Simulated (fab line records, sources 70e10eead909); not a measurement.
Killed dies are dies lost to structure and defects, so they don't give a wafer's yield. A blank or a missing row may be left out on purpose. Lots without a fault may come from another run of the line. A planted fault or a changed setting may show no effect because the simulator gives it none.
A struck lot beside a sound one | flow nand_harc | 15 steps out of a route of 1302
Sound: wafers L749.3, L749.5, L749.6. Struck: wafers L743.2, L743.3. (L743.1 of the same lot was not struck and is left out.) The cause comes at the end.
At each step with rows: each side's tool, then ch and its chambers, then its first start. Under that, the readings that differ: sound wafers | struck wafers | difference of the means | sigmas: that difference in standard deviations of wafers without a fault.
alike: readings whose means differ by less than 2 such deviations, and words and numbers that are the same on both sides. not compared: withheld readings, readings that some wafer has no value for, bounds like >300 that may hide the same value, and numbers for which the record gives no deviation and whose values overlap.
The two part at a step that has a row with sigmas, a row that says differs or no value, or rows on one side only. Numbers that don't overlap but have no deviation are shown without sigmas and don't part them. A reading that every wafer of one side lacks parts them only if that side has two wafers or more.

NHARC_A_CHANNEL_HOLE_D1_ETCH_19: etches the open film in C4F8/O2/Ar, time 34.5 s.
  sound on har_etch-02 ch 0,1, day 17 12:15; struck on har_etch-02 ch 0, day 14 15:08
  alike: drypump_motor_current_A, run_length_s, showerhead_plenum_p_Torr, throttle_valve_pct
  not compared: rf_hours_counter_h
then, 1 step without rows for these wafers: NHARC_A_CHANNEL_HOLE_D1_ETCH_20 (etches the open film in C4F8/O2/Ar, time 361.9 s, target depth 1600 nm).
NHARC_A_CHANNEL_HOLE_D1_ETCH_21: etches the open film in C4F8/O2/Ar, time 514.3 s, target depth 1600 nm.
  sound on har_etch-02 ch 0,1, day 17 12:47; struck on har_etch-02 ch 0, day 14 15:34
  alike: drypump_motor_current_A, showerhead_plenum_p_Torr, throttle_valve_pct
  not compared: rf_hours_counter_h, run_length_s
NHARC_A_CHANNEL_HOLE_D1_ETCH_22: etches the open film in C4F8/O2/Ar, time 666.7 s, target depth 1600 nm.
  sound on har_etch-02 ch 0,1, day 17 13:17; struck on har_etch-02 ch 0, day 14 16:00
  alike: drypump_motor_current_A, showerhead_plenum_p_Torr, throttle_valve_pct
  not compared: rf_hours_counter_h, run_length_s
NHARC_A_CHANNEL_HOLE_D1_ETCH_23: etches the open film in C4F8/O2/Ar, time 819 s, target depth 1600 nm.
  sound on har_etch-02 ch 0,1, day 17 13:53; struck on har_etch-02 ch 0, day 14 16:34
  alike: drypump_motor_current_A, showerhead_plenum_p_Torr, throttle_valve_pct
  not compared: rf_hours_counter_h, run_length_s
then, 2 steps without rows for these wafers: NHARC_A_CHANNEL_HOLE_D1_ETCH_24 (etches the open film in C4F8/O2/Ar, time 906.2 s, target depth 1500 nm); NHARC_A_CHANNEL_HOLE_D1_ETCH_25 (etches the open film in C4F8/O2/Ar, time 1040.2 s, target depth 1500 nm).
NHARC_A_CHANNEL_HOLE_D1_ETCH_26: etches the open film in C4F8/O2/Ar, time 224.1 s, target depth 300 nm.
  sound on har_etch-02 ch 0,1, day 17 16:04; struck on har_etch-02 ch 0, day 14 18:56
  alike: drypump_motor_current_A, showerhead_plenum_p_Torr, throttle_valve_pct
  not compared: rf_hours_counter_h, run_length_s
then, 4 steps without rows for these wafers: NHARC_A_CHANNEL_HOLE_D1_ETCH_33 (etches the open film in C4F8/O2/Ar, time 90 s, target depth 400 nm); NHARC_A_CHANNEL_HOLE_D1_STRIP_41 (strips in N2/H2); NHARC_A_CHANNEL_HOLE_D1_STRIP_42 (strips in CF4/CHF3); NHARC_A_CHANNEL_HOLE_D1_STRIP_43 (strips in O2/COS).
NHARC_A_CHANNEL_HOLE_D1_ETCH_44: etches the open film in CF4/O2, target depth 140 nm, overetch 14 nm, time 77 s.
  sound on rie_diel-11 ch 1,2,3, day 17 16:58; struck on rie_diel-11 ch 0,1, day 14 19:53
  reading          | sound                | struck    | difference                    | sigmas
  bias_w (W)       | 100.10 100.15 100.32 | - -       | no value on the struck wafers |
  run_length_s (s) | 98.5 98.5 98.5       | 87.9 88.1 | -10.5                         | -25
  alike: drypump_motor_current_A, oes_product_au, rf_vpp_V, showerhead_plenum_p_Torr, throttle_valve_pct
  not compared: rf_hours_counter_h
then, 1 step without rows for these wafers: NHARC_A_CHANNEL_HOLE_D1_STRIP_27 (strips in O2).
-- the record jumps here: 15 days lie between the struck wafers' starts before and after (it left off in module A_CHANNEL_HOLE_D1 and takes up again in module END, whose first step shown is number 1302 of the route) --
NHARC_END_SORT_01:
  the record has rows for the struck wafers here (prober-02 ch 0, day 30 07:32) and none for the sound ones

WHERE THEY PART
First at NHARC_A_CHANNEL_HOLE_D1_ETCH_44; last, within this record, at NHARC_END_SORT_01.

WHY: what the simulator had put in
Process parameter drift: rie_diel-11, from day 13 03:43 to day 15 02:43, at NHARC_A_CHANNEL_HOLE_D1_ETCH_44. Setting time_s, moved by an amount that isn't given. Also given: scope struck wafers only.
